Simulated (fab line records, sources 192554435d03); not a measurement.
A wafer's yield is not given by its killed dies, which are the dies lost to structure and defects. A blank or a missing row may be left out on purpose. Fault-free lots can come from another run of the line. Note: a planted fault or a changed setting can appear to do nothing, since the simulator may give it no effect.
fab line records | flow n5Finfet | part 2 of 2: steps 18 to 30 of 30
record lots=5 wafers=15 lastDay=16
route steps=1938 shown SD_EPI_P@303 SD_ACTIVATION@330
lots with no fault: from the same line, run without faults
startH: start of the lot's first displayed wafer, in hours after the record's first day | waitH: hours since the lot's step before | " as in the row above | L1.1+2: several wafers, shown together as one row | - no value, or no start given | * or withheld: withheld | < > ~ a bound
route shown NAME@n: names a module that has steps shown in the file, with the first one's number in the route | usual: mean/standard deviation of fault-free wafers | same: alike in all rows | chamber/n: place in a boat | sites: per-site readings | _std_site: how widely they spread, as a standard deviation | _edge_site: the outer-site mean with the inner-site mean subtracted | radiusMm: for every site, how far away it sits from the centre of the wafer | mask NAME#n: copy n | behind: the tool/chamber that last shaped the wafer | hold: cause of the lot's hold/its duration in hours/its outcome | device: whichever transistor did not switch (one of n, p or np) | end of line: the route-end tests of the same wafers | a step with no rows: only its recipe | killed: not the wafer's yield, but the dies lost to structure and defects at the first sort | map: shows each die of a wafer: x if killed, . if not, _ if none is there
set.NAME: the run value of the setting; set.NAME@STEP: its run value at that earlier step | model.NAME: the simulator's own value behind a step, which no gauge read
lots seen at some steps along the route; tables by step, rows by wafer
services: from which hour (startH, from the record's first day; less than 0 if before it) a tool's chamber was out of use, for how many hours, and why
## steps
# step N5_SD_EPI_P_VAPOR_ETCH_44
# recipe chemistry=NF3/Ar target=SiGe30 tempC=25 timeS=3.3 mode=isotropic
# usual susceptorTempC=25.01/0.097
# columns lot.wafer tool chamber startH waitH susceptorTempC
L077.1 epiRpcvd-03 0 75.86 0.1 25.05
L077.3 " 0 " " 24.95
L077.6 " 0 " " 25.06
L086.3 epiRpcvd-04 0 127.26 0.2 24.96
L086.4 " 0 " " 25.14
L086.5 " 0 " " 25.08
L085.1 epiRpcvd-02 0 128.34 0.4 25.08
L085.2 " 0 " " 24.96
L085.5 " 0 " " 24.92
L090.3 epiRpcvd-04 0 150.80 0.2 24.93
L090.5 " 0 " " 24.97
L090.6 " 0 " " 24.99
L094.2 epiRpcvd-02 0 175.03 0.2 24.82
L094.5 " 0 " " 24.91
L094.6 " 0 " " 24.82
# step N5_SD_EPI_P_EPI_21
# recipe material=SiGe:B dopant=B tempC=550 pressureTorr=20 ambient=H2 timeS=355
# usual susceptorTempC=550.0/0.32
# columns lot.wafer tool chamber startH waitH susceptorTempC
L077.1 epiRpcvd-03 0 76.04 0.1 550.3
L077.3 " 0 " " 550.0
L077.6 " 0 77.84 1.8 550.0
L086.3 epiRpcvd-04 0 128.38 1.1 549.8
L086.4 " 0 " " 549.7
L086.5 " 0 " " 549.6
L085.1 epiRpcvd-02 0 128.77 0.4 550.1
L085.2 " 0 " " 550.2
L085.5 " 0 132.18 3.5 550.7
L090.3 epiRpcvd-04 0 151.92 1.1 550.4
L090.5 " 0 " " 550.6
L090.6 " 0 " " 550.4
L094.2 epiRpcvd-02 0 175.71 0.6 549.9
L094.5 " 0 177.15 2.0 550.4
L094.6 " 0 " " 549.8
# step N5_SD_EPI_P_EPI_MEAS_23
# recipe mode=xrd
# usual thkNm=60.9/1.2
# columns lot.wafer tool chamber startH waitH thkNm
L077.1 filmMetro-02 - 78.24 1.8 63.5
L077.3 " - " " 62.3
L077.6 " - " " 61.4
L086.3 filmMetro-01 - 130.34 1.5 59.1
L086.4 " - " " 59.0
L086.5 " - " " 59.8
L085.1 filmMetro-01 - 133.92 4.3 60.0
L085.2 " - " " 60.7
L085.5 " - " " 60.0
L090.3 filmMetro-02 - 153.88 1.5 60.0
L090.5 " - " " 60.7
L090.6 " - " " 59.4
L094.2 filmMetro-02 - 178.15 2.0 60.1
L094.5 " - " " 62.5
L094.6 " - " " 62.5
# step N5_SD_EPI_P_HM_STRIP_48
# recipe chemistry=H3PO4 tempC=160 material=SiNx target=SiNx targetDepthA=30 overetchFraction=0.3
# columns lot.wafer tool chamber startH waitH
L077.1+3+6 wetBench-02 1,7,0 78.28 0.0
L086.3+4+5 wetBench-01 6,5,0 130.37 0.0
L085.1+2+5 wetBench-02 3,7,2 133.96 0.0
L090.3+5+6 wetBench-01 4,2,3 153.91 0.0
L094.2+5+6 wetBench-01 3,2,6 178.19 0.0
# step N5_SD_EPI_P_SRD_49
# recipe dry=ipaMarangoni timeS=30 tempC=23 rinseLiquid=diw
# columns lot.wafer tool chamber startH waitH
L077.1+3+6 wetBench-02 1,7,0 78.33 0.0
L086.3+4+5 wetBench-01 6,5,0 130.42 0.0
L085.1+2+5 wetBench-02 3,7,2 134.02 0.0
L090.3+5+6 wetBench-01 4,2,3 153.96 0.0
L094.2+5+6 wetBench-01 3,2,6 178.24 0.0
# step N5_SD_EPI_P_PRECLEAN_24
# recipe chemistry=O3/DIW timeS=45 tempC=22 o3Ppm=10
# columns lot.wafer tool chamber startH waitH
L077.1+3+6 wetBench-02 1,7,0 78.35 0.0
L086.3+4+5 wetBench-01 6,5,0 130.44 0.0
L085.1+2+5 wetBench-02 3,7,2 134.04 0.0
L090.3+5+6 wetBench-01 4,2,3 153.98 0.0
L094.2+5+6 wetBench-01 3,2,6 178.26 0.0
# step N5_SD_EPI_P_PRECLEAN_32
# recipe chemistry=dHF timeS=10 dilution=500:1 tempC=25
# columns lot.wafer tool chamber startH waitH
L077.1+3+6 wetBench-02 1,7,0 78.36 0.0
L086.3+4+5 wetBench-01 6,5,0 130.45 0.0
L085.1+2+5 wetBench-02 3,7,2 134.05 0.0
L090.3+5+6 wetBench-01 4,2,3 153.99 0.0
L094.2+5+6 wetBench-01 3,2,6 178.27 0.0
# step N5_SD_EPI_P_PRECLEAN_33
# recipe chemistry=SC2 timeS=45 tempC=35 mix=1:1:50
# columns lot.wafer tool chamber startH waitH
L077.1+3+6 wetBench-02 1,7,0 78.36 0.0
L086.3+4+5 wetBench-01 6,5,0 130.46 0.0
L085.1+2+5 wetBench-02 3,7,2 134.05 0.0
L090.3+5+6 wetBench-01 4,2,3 154.00 0.0
L094.2+5+6 wetBench-01 3,2,6 178.27 0.0
# step N5_SD_EPI_P_SRD_25
# recipe timeS=30 tempC=23 rinseLiquid=diw dry=ipaMarangoni
# columns lot.wafer tool chamber startH waitH
L077.1+3+6 wetBench-02 1,7,0 78.37 0.0
L086.3+4+5 wetBench-01 6,5,0 130.47 0.0
L085.1+2+5 wetBench-02 3,7,2 134.07 0.0
L090.3+5+6 wetBench-01 4,2,3 154.01 0.0
L094.2+5+6 wetBench-01 3,2,6 178.28 0.0
# step N5_SD_EPI_P_INSPECT_26
# recipe inspectInstrument=darkfield mode=postEpi
# usual rawDefectCount=165/33
# columns lot.wafer tool chamber startH waitH rawDefectCount
L077.1 defectInspect-01 - 78.41 0.0 126
L077.3 " - " " 175
L077.6 " - " " 156
L086.3 defectInspect-01 - 130.51 0.0 123
L086.4 " - " " 158
L086.5 " - " " 138
L085.1 defectInspect-01 - 134.11 0.0 186
L085.2 " - " " 142
L085.5 " - " " 130
L090.3 defectInspect-02 - 154.05 0.0 122
L090.5 " - " " 134
L090.6 " - " " 136
L094.2 defectInspect-02 - 178.32 0.0 205
L094.5 " - " " 219
L094.6 " - " " 217
# step N5_SD_ACTIVATION_RTA_00
# recipe tempC=975 timeS=0 ambient=N2 idleTempC=600 rampUpCPerS=150 rampDownCPerS=60 coolToC=600
# usual lampPowerPct=8.96/0.056 lamp_zone_6_pct=8.879/0.025 lamp_zone_7_pct=9.353/0.023 wafer_temp_C_max=974.8/1.9
# columns lot.wafer tool chamber startH waitH lampPowerPct lamp_zone_6_pct lamp_zone_7_pct wafer_temp_C_max
L077.1 rtpAnneal-02 0 78.44 0.0 8.92 8.912 9.328 976.6
L077.3 " 0 " " 8.95 8.901 9.379 974.9
L077.6 " 0 " " 8.93 8.872 9.366 975.3
L086.3 rtpAnneal-02 0 130.60 0.1 8.96 8.892 9.332 974.5
L086.4 " 0 " " 8.91 8.905 9.347 975.9
L086.5 " 0 " " 8.96 8.843 9.358 973.7
L085.1 rtpAnneal-02 0 134.14 0.0 9.00 8.886 9.366 976.6
L085.2 " 0 " " 8.95 8.913 9.342 975.3
L085.5 " 0 " " 9.07 8.860 9.375 977.1
L090.3 rtpAnneal-01 0 154.14 0.1 8.93 8.902 9.340 972.5
L090.5 " 0 " " 9.04 8.903 9.365 973.3
L090.6 " 0 " " 9.00 8.925 9.325 971.4
L094.2 rtpAnneal-01 0 178.46 0.1 8.98 8.893 9.307 971.4
L094.5 " 0 " " 8.97 8.846 9.358 975.8
L094.6 " 0 " " 8.90 8.871 9.332 977.8
# step N5_SD_ACTIVATION_LSA_01
# recipe tempC=1080 timeS=0.0008 ambient=N2
# usual wafer_temp_C_max=1085.3/1.1
# columns lot.wafer tool chamber startH waitH wafer_temp_C_max
L077.1 laserAnneal-01 0 78.66 0.2 1084.5
L077.3 " 0 " " 1085.2
L077.6 " 0 " " 1084.6
L086.3 laserAnneal-01 0 130.80 0.2 1084.8
L086.4 " 0 " " 1085.1
L086.5 " 0 " " 1083.7
L085.1 laserAnneal-02 0 134.34 0.2 1088.1
L085.2 " 0 " " 1085.9
L085.5 " 0 " " 1085.1
L090.3 laserAnneal-01 0 154.34 0.2 1087.4
L090.5 " 0 " " 1086.1
L090.6 " 0 " " 1083.9
L094.2 laserAnneal-02 0 178.66 0.2 1086.3
L094.5 " 0 " " 1083.3
L094.6 " 0 " " 1087.1
# step N5_SD_ACTIVATION_RS_MEAS_03
# recipe thkMeasGauge=four-point-probe
# usual RS_SD_N=21.90/0.27 RS_SD_P=56.2/0.86
# columns lot.wafer tool chamber startH waitH RS_SD_N[ohm/sq] RS_SD_P[ohm/sq]
L077.1 filmMetro-01 - 78.87 0.2 21.92 54.9
L077.3 " - " " 22.32 55.2
L077.6 " - " " 22.25 55.1
L086.3 filmMetro-01 - 130.98 0.2 21.72 57.4
L086.4 " - " " 21.98 57.1
L086.5 " - " " 21.59 56.9
L085.1 filmMetro-02 - 134.54 0.2 21.70 56.4
L085.2 " - " " 22.05 56.1
L085.5 " - " " 21.62 56.9
L090.3 filmMetro-01 - 154.53 0.2 22.49 55.8
L090.5 " - " " 22.30 55.4
L090.6 " - " " 22.49 56.3
L094.2 filmMetro-02 - 178.85 0.2 22.19 56.1
L094.5 " - " " 22.03 55.5
L094.6 " - " " 21.73 55.6
## services
# columns tool chamber startH hours kind
rtpAnneal-01 - 56.05 4.0 pm
plasmaAsher-02 - 59.06 3.3 repair
rieSi-02 3 61.05 - clean
rieSi-02 3 61.05 30.1 scheduledDown
rieSi-02 3 61.05 30.1 ventCycle
rieSi-04 2 78.74 1.4 repair
rieSi-02 2 89.45 3.8 repair
rieDiel-04 3 95.97 9.2 repair
rieSi-04 - 108.13 15.6 pm
rieSi-05 2 114.82 13.6 repair
plasmaAsher-02 - 120.39 0.9 repair
epiRpcvd-03 - 127.25 1.6 repair
wetBench-02 - 130.49 1.9 pm
rieSi-05 0 132.67 14.3 repair
rieDiel-05 - 140.08 0.4 repair
rieSi-05 1 141.10 22.8 repair
rieSi-02 2 152.67 12.2 repair
laserAnneal-02 - 153.34 2.7 pm
rieSi-04 3 156.12 8.1 repair
wetBench-01 - 157.71 1.9 pm
laserAnneal-02 - 167.32 8.5 pm
